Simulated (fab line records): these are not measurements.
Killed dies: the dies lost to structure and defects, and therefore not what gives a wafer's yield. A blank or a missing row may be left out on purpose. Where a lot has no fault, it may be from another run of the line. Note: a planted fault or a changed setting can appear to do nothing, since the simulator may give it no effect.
Matching of chambers :: flow n5-finfet :: N5_DUMMY_GATE_STRIP_41 on rie-diel-02 has 4 sister chambers
The step strips in O2. 8 wafers are shown with their chamber, then 7 later ones without.

## WAFERS PAIRED WITH THEIR CHAMBERS
wafer: L075.1
chamber: 3
showerhead-plenum-p-Torr (Torr): 2.08
throttle-valve-pct (%): 16.43

wafer: L082.1
chamber: 1
showerhead-plenum-p-Torr (Torr): 2.04
throttle-valve-pct (%): 16.95

wafer: L082.6
chamber: 2
showerhead-plenum-p-Torr (Torr): 2.19
throttle-valve-pct (%): 16.78

wafer: L083.1
chamber: 3
showerhead-plenum-p-Torr (Torr): 2.07
throttle-valve-pct (%): 16.48

wafer: L083.2
chamber: 1
showerhead-plenum-p-Torr (Torr): 2.04
throttle-valve-pct (%): 16.96

wafer: L083.3
chamber: 0
showerhead-plenum-p-Torr (Torr): 2.09
throttle-valve-pct (%): 16.87

wafer: L085.1
chamber: 0
showerhead-plenum-p-Torr (Torr): 2.09
throttle-valve-pct (%): 16.87

wafer: L085.4
chamber: 2
showerhead-plenum-p-Torr (Torr): 2.19
throttle-valve-pct (%): 16.80

## WAFERS WITHOUT THEIR CHAMBER
wafer: L085.5
showerhead-plenum-p-Torr (Torr): 2.07
throttle-valve-pct (%): 16.48

wafer: L093.4
showerhead-plenum-p-Torr (Torr): 2.08
throttle-valve-pct (%): 16.92

wafer: L093.5
showerhead-plenum-p-Torr (Torr): 2.19
throttle-valve-pct (%): 16.85

wafer: L093.6
showerhead-plenum-p-Torr (Torr): 2.03
throttle-valve-pct (%): 16.99

wafer: L094.2
showerhead-plenum-p-Torr (Torr): 2.08
throttle-valve-pct (%): 16.90

wafer: L094.3
showerhead-plenum-p-Torr (Torr): 2.19
throttle-valve-pct (%): 16.83

wafer: L094.4
showerhead-plenum-p-Torr (Torr): 2.07
throttle-valve-pct (%): 16.51

## EACH ONE'S CHAMBER
wafer: L085.5
from the rows above: 3
in truth: 3

wafer: L093.4
from the rows above: 0
in truth: 0

wafer: L093.5
from the rows above: 2
in truth: 2

wafer: L093.6
from the rows above: 1
in truth: 1

wafer: L094.2
from the rows above: 0
in truth: 0

wafer: L094.3
from the rows above: 2
in truth: 2

wafer: L094.4
from the rows above: 3
in truth: 3
Correctly placed: 7 of 7. Can't be placed from these rows: 0. Number placed wrongly: 0.
How it was worked out, from the rows above alone: a wafer's distance from a chamber is the root of the sum, over the readings, of the square of ((its reading less the chamber's mean) divided by the reading's scatter). If the next closest chamber is less than 2 further off than the closest, the wafer can't be placed; otherwise it belongs to the closest. For every chamber, the mean is computed from those of its wafers that are shown. How the scatter is found: for the shown wafers, subtract from each reading the mean of its chamber, square and add these, divide the total by (wafers less chambers), then take the root.
